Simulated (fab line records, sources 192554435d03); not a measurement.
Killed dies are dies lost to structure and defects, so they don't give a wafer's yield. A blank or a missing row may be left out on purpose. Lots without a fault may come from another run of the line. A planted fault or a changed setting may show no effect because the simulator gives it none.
Tool commonality check | flow n5_finfet | 9 lots, 27 wafers sampled

WHY IT WAS OPENED
At N5_MOL_CONTACT_COAG_INSPECT_42 the reading raw_defect_count is flagged on 3 of 9 lots. Wafers without a fault read 214, standard deviation 66.
Rule: a lot is flagged when every wafer of it that has a number lies more than 4 standard deviations from that mean, or none has a number. The other lots count as sound.

lot  | measured     | on                | raw_defect_count, wafer by wafer | flag
L616 | day 5 04:59  | defect_inspect-01 | 226 323 217                      |
L618 | day 5 19:22  | defect_inspect-01 | 176 200 149                      |
L628 | day 8 03:11  | defect_inspect-01 | 1947 1985 1923                   | FLAGGED
L629 | day 8 11:50  | defect_inspect-01 | 1904 2052 2013                   | FLAGGED
L630 | day 8 16:48  | defect_inspect-02 | 2094 1959 2060                   | FLAGGED
L632 | day 9 15:04  | defect_inspect-02 | 285 263 351                      |
L633 | day 9 17:24  | defect_inspect-01 | 141 213 123                      |
L638 | day 10 19:30 | defect_inspect-02 | 372 318 412                      |
L639 | day 10 21:16 | defect_inspect-01 | 176 134 149                      |
The numbers of the flagged lots are 1993 on average: +1779 against the usual, or +27 standard deviations.

WHICH TOOL RAN EACH LOT
The record holds 3 process steps before the reading, out of a route of 1938 steps. In each cell: the tool, then ch and the chambers that the sampled wafers went through, then the start.
lot  | flag    | N5_MOL_CONTACT_COAG_PRE_CLEAN_142 | N5_MOL_CONTACT_COAG_ALD_131      | N5_MOL_CONTACT_COAG_ETCHBACK_132
L616 |         | pvd_sputter-01, day 4 22:04       | ald_sin-04 ch 0,2,3, day 5 03:47 | rie_diel-01 ch 1,3, day 5 03:58
L618 |         | pvd_sputter-03, day 5 13:26       | ald_sin-03 ch 1,2,3, day 5 18:17 | rie_diel-02 ch 1,2, day 5 18:28
L628 | FLAGGED | pvd_sputter-01, day 7 21:15       | ald_sin-01 ch 0,1,2, day 8 01:59 | rie_diel-04 ch 1,2,3, day 8 02:10
L629 | FLAGGED | pvd_sputter-03, day 8 06:08       | ald_sin-01 ch 0,3, day 8 10:37   | rie_diel-02 ch 1,2, day 8 10:48
L630 | FLAGGED | pvd_sputter-02, day 8 10:38       | ald_sin-01 ch 0,1,2, day 8 15:36 | rie_diel-04 ch 0,1,2, day 8 15:47
L632 |         | pvd_sputter-02, day 9 08:52       | ald_sin-04 ch 1,3, day 9 13:53   | rie_diel-04 ch 2,3, day 9 14:10
L633 |         | pvd_sputter-01, day 9 12:01       | ald_sin-04 ch 0,2,3, day 9 16:05 | rie_diel-04 ch 0,1, day 9 16:22
L638 |         | pvd_sputter-01, day 10 13:10      | ald_sin-01 ch 0,2, day 10 18:00  | rie_diel-01 ch 0,1,2, day 10 18:28
L639 |         | pvd_sputter-03, day 10 15:43      | ald_sin-04 ch 0,2, day 10 20:04  | rie_diel-02 ch 2,3, day 10 20:14
What these steps do:
- N5_MOL_CONTACT_COAG_PRE_CLEAN_142: time 60 s.
- N5_MOL_CONTACT_COAG_ALD_131: deposits SiO2, target thk 5 nm, pulse time 1 s, co reactant pulse time 1 s.
- N5_MOL_CONTACT_COAG_ETCHBACK_132: etches SiO2 in CHF3, target depth 10 nm, time 6.7 s.
- N5_MOL_CONTACT_COAG_INSPECT_42: inspects for defects (brightfield).

FLAGGED OVER TOTAL, TOOL BY TOOL (the gauges that took the reading come last)
step                              | tool              | lots run | flagged | share of the flagged lots | sound lots run after its first flagged lot
N5_MOL_CONTACT_COAG_PRE_CLEAN_142 | pvd_sputter-01    | 4        | 1       | some                      | 2 (L633,L638)
N5_MOL_CONTACT_COAG_PRE_CLEAN_142 | pvd_sputter-02    | 2        | 1       | some                      | 1 (L632)
N5_MOL_CONTACT_COAG_PRE_CLEAN_142 | pvd_sputter-03    | 3        | 1       | some                      | 1 (L639)
N5_MOL_CONTACT_COAG_ALD_131       | ald_sin-01        | 4        | 3       | all                       | 1 (L638)
N5_MOL_CONTACT_COAG_ALD_131       | ald_sin-03        | 1        | 0       | none                      | -
N5_MOL_CONTACT_COAG_ALD_131       | ald_sin-04        | 4        | 0       | none                      | -
N5_MOL_CONTACT_COAG_ETCHBACK_132  | rie_diel-01       | 2        | 0       | none                      | -
N5_MOL_CONTACT_COAG_ETCHBACK_132  | rie_diel-02       | 3        | 1       | some                      | 1 (L639)
N5_MOL_CONTACT_COAG_ETCHBACK_132  | rie_diel-04       | 4        | 2       | some                      | 2 (L632,L633)
N5_MOL_CONTACT_COAG_INSPECT_42    | defect_inspect-01 | 6        | 2       | some                      | 2 (L633,L639)
N5_MOL_CONTACT_COAG_INSPECT_42    | defect_inspect-02 | 3        | 1       | some                      | 2 (L632,L638)

WHAT THE TABLE ALLOWS
1 row of the table ran every flagged lot: ald_sin-01 at N5_MOL_CONTACT_COAG_ALD_131.
- ald_sin-01 at N5_MOL_CONTACT_COAG_ALD_131: 3 of its 4 lots flagged. Sound lots ran on it after the first flagged one (L638), which a lasting fault on the whole tool wouldn't allow. On the flagged lots its readings are blank where sound lots have values: chamber_pressure_Torr, heater_power_w, precursor_pulse_height_rel.
No row of the table ran every flagged lot and no sound lot after the first.

WHAT THE SIMULATOR HAD PUT IN
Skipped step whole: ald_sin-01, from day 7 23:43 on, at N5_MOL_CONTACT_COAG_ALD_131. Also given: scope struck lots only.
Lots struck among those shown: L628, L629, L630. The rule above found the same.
